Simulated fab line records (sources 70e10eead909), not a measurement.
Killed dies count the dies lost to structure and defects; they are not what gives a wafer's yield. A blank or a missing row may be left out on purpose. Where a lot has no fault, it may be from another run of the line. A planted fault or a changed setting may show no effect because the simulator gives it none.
Chamber matching || flow nandHarc || NHARC_P_M0_PRE_CLEAN_31 on pecvd-03: 3 sister chambers
The step time 12 s. 6 wafers are shown with their chamber, then 12 later ones without.

WAFERS WITH THEIR CHAMBER
{"wafer": "L087.6", "chamber": 0, "heaterPowerW (W)": 607}
{"wafer": "L085.4", "chamber": 1, "heaterPowerW (W)": 605}
{"wafer": "L085.6", "chamber": 0, "heaterPowerW (W)": 577}
{"wafer": "L089.1", "chamber": 2, "heaterPowerW (W)": 723}
{"wafer": "L089.3", "chamber": 1, "heaterPowerW (W)": 565}
{"wafer": "L089.6", "chamber": 2, "heaterPowerW (W)": 725}

WAFERS WHOSE CHAMBER IS MISSING
{"wafer": "L090.2", "heaterPowerW (W)": 717}
{"wafer": "L090.4", "heaterPowerW (W)": 693}
{"wafer": "L090.5", "heaterPowerW (W)": 620}
{"wafer": "L090.1", "heaterPowerW (W)": 594}
{"wafer": "L090.3", "heaterPowerW (W)": 619}
{"wafer": "L090.6", "heaterPowerW (W)": 622}
{"wafer": "L091.2", "heaterPowerW (W)": 587}
{"wafer": "L091.4", "heaterPowerW (W)": 590}
{"wafer": "L091.6", "heaterPowerW (W)": 606}
{"wafer": "L094.1", "heaterPowerW (W)": 681}
{"wafer": "L094.4", "heaterPowerW (W)": 703}
{"wafer": "L094.6", "heaterPowerW (W)": 615}

THE CHAMBER EACH PASSED THROUGH
{"wafer": "L090.2", "from the rows above": 2, "in truth": 2}
{"wafer": "L090.4", "from the rows above": 2, "in truth": 2}
{"wafer": "L090.5", "from the rows above": "can't be placed: 0 or 1", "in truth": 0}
{"wafer": "L090.1", "from the rows above": "can't be placed: 0 or 1", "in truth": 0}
{"wafer": "L090.3", "from the rows above": "can't be placed: 0 or 1", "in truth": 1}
{"wafer": "L090.6", "from the rows above": "can't be placed: 0 or 1", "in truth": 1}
{"wafer": "L091.2", "from the rows above": "can't be placed: 1 or 0", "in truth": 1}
{"wafer": "L091.4", "from the rows above": "can't be placed: 0 or 1", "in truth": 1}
{"wafer": "L091.6", "from the rows above": "can't be placed: 0 or 1", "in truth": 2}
{"wafer": "L094.1", "from the rows above": 2, "in truth": 2}
{"wafer": "L094.4", "from the rows above": 2, "in truth": 2}
{"wafer": "L094.6", "from the rows above": "can't be placed: 0 or 1", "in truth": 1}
Correct placement for 4 of the 12. Cannot be placed on the basis of these rows: 8; the candidates contain the true chamber in 7. Placed wrongly: 0.
How it was worked out, from the rows above alone: a wafer's distance from a chamber is the root of the sum, over the readings, of the square of ((its reading less the chamber's mean) divided by the reading's scatter). If the next closest chamber is less than 2 further off than the closest, the wafer can't be placed; otherwise it belongs to the closest. The mean given for a chamber averages the wafers shown for that chamber. How the scatter is found: for the shown wafers, subtract from each reading the mean of its chamber, square and add these, divide the total by (wafers less chambers), then take the root.
